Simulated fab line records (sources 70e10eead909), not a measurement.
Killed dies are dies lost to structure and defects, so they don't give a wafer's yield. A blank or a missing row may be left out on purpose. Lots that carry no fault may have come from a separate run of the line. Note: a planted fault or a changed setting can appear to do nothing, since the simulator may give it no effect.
Matching of chambers	flow nandHarc	NHARC_P_CONTACT_ETCH_31 on rieDiel-12: 4 sister chambers
The step etches the open film in CH3F/O2, target depth 30 nm, time 85.7 s. 15 wafers are shown with their chamber, then 7 later ones without.

== EACH WAFER AND ITS CHAMBER ==
wafer	chamber	showerheadPlenumPTorr (Torr)	drypumpMotorCurrentA (A)	oesProductAu (a.u.)
L249.1	1	2.54	6.0	0.980
L249.3	2	2.38	5.5	0.975
L249.4	0	2.51	5.2	0.966
L251.2	1	2.54	6.0	0.969
L251.4	0	2.51	5.2	0.978
L251.5	2	2.38	5.5	0.957
L256.3	1	2.54	6.0	0.983
L256.4	3	2.41	6.7	0.994
L256.5	1	2.54	6.0	0.981
L257.5	2	2.38	5.4	0.976
L257.6	3	2.41	6.7	0.996
L258.3	2	2.38	5.5	0.967
L258.6	2	2.38	5.5	0.968
L269.3	3	2.41	6.7	0.990
L269.4	2	2.37	5.5	0.978

SIGNATURES, as means of the wafers listed above
reading	chamber 0	chamber 1	chamber 2	chamber 3	scatter within a chamber
showerheadPlenumPTorr	2.5100	2.5400	2.3783	2.4100	0.00275
drypumpMotorCurrentA	5.200	6.000	5.483	6.700	0.0275
oesProductAu	0.97200	0.97825	0.97017	0.99333	0.00685
Rule: a wafer's distance from a chamber is the root of the sum, over the readings, of the square of ((its reading less the chamber's mean) divided by the reading's scatter). If the next closest chamber is less than 2 further off than the closest, the wafer can't be placed; otherwise it belongs to the closest. The scatter: take each reading less its chamber's mean, square it, sum over the shown wafers, divide by the number of wafers less the number of chambers, and take the root.

== WAFERS WITH NO CHAMBER GIVEN ==
wafer	showerheadPlenumPTorr (Torr)	drypumpMotorCurrentA (A)	oesProductAu (a.u.)
L269.5	2.41	6.7	0.985
L270.2	2.37	5.5	0.954
L270.4	2.53	6.0	0.981
L270.6	2.41	6.7	0.972
L271.1	2.53	6.0	0.994
L271.3	2.50	5.2	0.995
L271.6	2.41	6.7	0.975

== WHICH CHAMBER EACH ONE RAN IN ==
wafer	from the rows above	in truth
L269.5	3	3
L270.2	2	2
L270.4	1	1
L270.6	3	3
L271.1	1	1
L271.3	0	0
L271.6	3	3
Placed correctly: 7 of 7. From these rows, 0 cannot be placed. Placed wrongly: 0.
